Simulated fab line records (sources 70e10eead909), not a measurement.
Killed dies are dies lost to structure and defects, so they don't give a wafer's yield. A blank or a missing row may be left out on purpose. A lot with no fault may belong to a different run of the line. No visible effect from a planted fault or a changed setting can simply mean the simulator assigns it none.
One fault through the eyes of 2 desks -- flow nandHarc -- numbers are kept per desk, each desk with only its own; the story behind them comes last

TOOL OWNER'S DESK, lithoTrack-02
Per lot that ran on this tool, the mean of the sampled wafers carrying a number, from the tool's own readings at NHARC_P_BONDPAD_SOFTBAKE_04 (time 70 s). A lot is out of limits, marked OUT, if its mean lies more than 4 standard deviations from the usual mean; the brackets give that distance.
Columns: A = plateTempC at NHARC_P_BONDPAD_SOFTBAKE_04, usual 125.01 C
lot,first seen here,A
L724,day 7 06:00,124.90
L723,day 7 10:00,125.00
L726,day 8 05:00,125.87 (+6.2) OUT
L727,day 8 16:00,125.66 (+4.7) OUT
L737,day 10 21:00,125.08
L736,day 10 22:00,124.97
L741,day 11 19:00,125.18
This desk's finding: out of limits on L726, L727; first on L726, day 8 05:00 (plateTempC at NHARC_P_BONDPAD_SOFTBAKE_04). L724, L723, L737, L736, L741: within limits.

AT THE METROLOGY DESK
What the gauges read for every lot (on any tool): the sampled wafers with a number, averaged. A lot is out of limits, marked OUT, if its mean lies more than 4 standard deviations from the usual mean; the brackets give that distance.
Columns: A = overlayXNm at NHARC_P_BONDPAD_OVL_MEAS_38, usual 1 nm; B = overlayYNm at NHARC_P_BONDPAD_OVL_MEAS_38, usual 0 nm
lot,first seen here,A,B
L721,day 6 23:46,10,17
L722,day 7 04:10,5,10
L725,day 7 06:30,-9,2
L724,day 7 07:26,-3,-7
L723,day 7 11:16,-11,-1
L726,day 8 05:32,11,-6
L727,day 8 16:50,7,-3
L735,day 10 12:14,-2,8
L737,day 10 21:44,-2,1
L736,day 10 22:34,-10,-3
L740,day 11 11:49,-12,2
L739,day 11 12:46,15,-1
L738,day 11 18:49,6,2
L741,day 11 19:43,-1,1
Result from this desk: across the 14 lots, nothing is out of limits.

TAKEN TOGETHER
On L726, L727, at day 8 05:00, an alarm was possible from the tool owner's desk.
Metrology desk: nothing out of limits seen.
The metrology desk holds a record of L726, L727, inside its limits.
On lithoTrack-02, each named lot ran NHARC_P_BONDPAD_SOFTBAKE_04.

WHAT THE SIMULATOR PUT IN
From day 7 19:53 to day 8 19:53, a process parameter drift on lithoTrack-02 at NHARC_P_BONDPAD_SOFTBAKE_04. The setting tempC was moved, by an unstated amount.
Shown lots that were struck: L726, L727.
Each desk's first reading out of limits, in hours after the fault started: the tool owner's desk, 9.
